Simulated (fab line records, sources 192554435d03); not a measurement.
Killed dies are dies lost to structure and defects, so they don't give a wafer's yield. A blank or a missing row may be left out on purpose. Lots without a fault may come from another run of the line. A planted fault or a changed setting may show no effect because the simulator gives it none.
Split-lot experiment | flow n5_finfet | 7 lots, 21 wafers read, on a route of 1938 steps

THE SPLIT
At N5_PMOS_HMC_CHANNEL_EPI_EXPOSE_06 (exposes mask PMOS HMC BLK, target cd 240 nm), the setting dose_mj was moved away from the recipe's 41 on 6 of the 21 wafers read, by -7.3% to +3.9%. The other wafers ran this setting at the recipe's value.

FROM THE SPLIT TO THE READING: what the file shows between them, 2 steps
- N5_PMOS_HMC_CHANNEL_EPI_PEB_07: peb time 60 s
- N5_PMOS_HMC_CHANNEL_EPI_DEVELOP_08: develop time 30 s

THE READING
cd_nm, in nm, at N5_PMOS_HMC_CHANNEL_EPI_CD_MEAS_09 (target cd 237.4 nm). Fault-free wafers of this fab line usually give 237.5 nm, standard deviation 1.1 nm.

wafer  | tool, chamber at the split | dose_mj as run | against the recipe | cd_nm, nm | against lot-mates on the recipe
L076.3 | arfi_scanner-01, 0         | 41             | recipe             | 236.6     | -
L076.4 | arfi_scanner-01, 0         | 37.99          | -7.3%              | 229.1     | -7.5
L076.5 | arfi_scanner-01, 0         | 41             | recipe             | 236.6     | -
L077.1 | arfi_scanner-03, 0         | 41             | recipe             | 236.8     | -
L077.3 | arfi_scanner-03, 0         | 41             | recipe             | 237.4     | -
L077.4 | arfi_scanner-03, 0         | 41             | recipe             | 236.7     | -
L078.1 | arfi_scanner-03, 0         | 42.61          | +3.9%              | 240.9     | +3.1
L078.4 | arfi_scanner-03, 0         | 41             | recipe             | 237.8     | -
L078.6 | arfi_scanner-03, 0         | 42.61          | +3.9%              | 240.9     | +3.1
L079.1 | arfi_scanner-01, 0         | 41             | recipe             | 237.7     | -
L079.2 | arfi_scanner-01, 0         | 41             | recipe             | 237.8     | -
L079.3 | arfi_scanner-01, 0         | 41             | recipe             | 236.7     | -
L083.3 | arfi_scanner-02, 0         | 41             | recipe             | 238.3     | -
L083.5 | arfi_scanner-02, 0         | 39.14          | -4.5%              | 234.9     | -3.2
L083.6 | arfi_scanner-02, 0         | 41             | recipe             | 237.8     | -
L085.1 | arfi_scanner-02, 0         | 41             | recipe             | 239.3     | -
L085.3 | arfi_scanner-02, 0         | 41             | recipe             | 238.3     | -
L085.4 | arfi_scanner-02, 0         | 41             | recipe             | 240.7     | -
L092.2 | arfi_scanner-01, 0         | 38.73          | -5.5%              | 231.5     | -6.1
L092.4 | arfi_scanner-01, 0         | 41             | recipe             | 237.6     | -
L092.5 | arfi_scanner-01, 0         | 38.73          | -5.5%              | 230.6     | -7.0

THE FIT
A straight line over all 21 wafers: cd_nm changes by +1.04 nm for each +1% of dose_mj; r = +0.93; the points scatter about the line by 1.2 nm.
The same after taking each lot's own level away (the mean of its wafers on the recipe; 21 wafers): +0.986 nm for each +1%; r = +0.97; scatter 0.71 nm.
On that fit, the largest move of dose_mj shifts the reading by 7.2 nm.
The lots' own levels span 236.60 to 239.43 nm, that is 2.6 times the standard deviation above.
So the lot-to-lot level changes the slope little: the two slopes agree.
Check: with one of the wafers moved furthest among these (-7.3%) left out of the fit, the line predicts -7.3 nm for it against its lot-mates. It came out at -7.5 nm against them.

OTHER SPLITS ON THESE WAFERS
These wafers also went through other splits before the reading. Each is held against what the fit with the lots' levels taken away leaves over:
other split on the same wafers | wafers away from the commonest value | r with cd_nm (lot level and that fit taken away)
N5_WELL_APT_COAT_02 spin_rpm   | 7                                    | -0.14

THE WHOLE CHAIN: every reading that the file lists as answering this split, in the file's order
step                               | what it does                                                           | reading                                                                     | change (the file's fit)               | r (the file's)
N5_PMOS_HMC_CHANNEL_EPI_CD_MEAS_09 | target cd 237.4 nm                                                     | cd_nm                                                                       | +0.982 nm for each +1% of the setting | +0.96
N5_PMOS_HMC_CHANNEL_EPI_DESCUM_14  | chemistry O2, time 7.9 s                                               | PMOS_HMC_CHANNEL_EPI.cd_nm (the simulator's own value, which no gauge read) | +1 nm for each +1% of the setting     | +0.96
N5_PMOS_HMC_CHANNEL_EPI_ETCH_32    | etches BARC in N2/H2, stops on SiO2, target depth 85.8 nm, time 50.3 s | PMOS_HMC_CHANNEL_EPI.cd_nm (the simulator's own value, which no gauge read) | +0.993 nm for each +1% of the setting | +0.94

THE FILE'S OWN FIT
cd_nm changes by +0.982 nm for each +1% of dose_mj, r = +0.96.
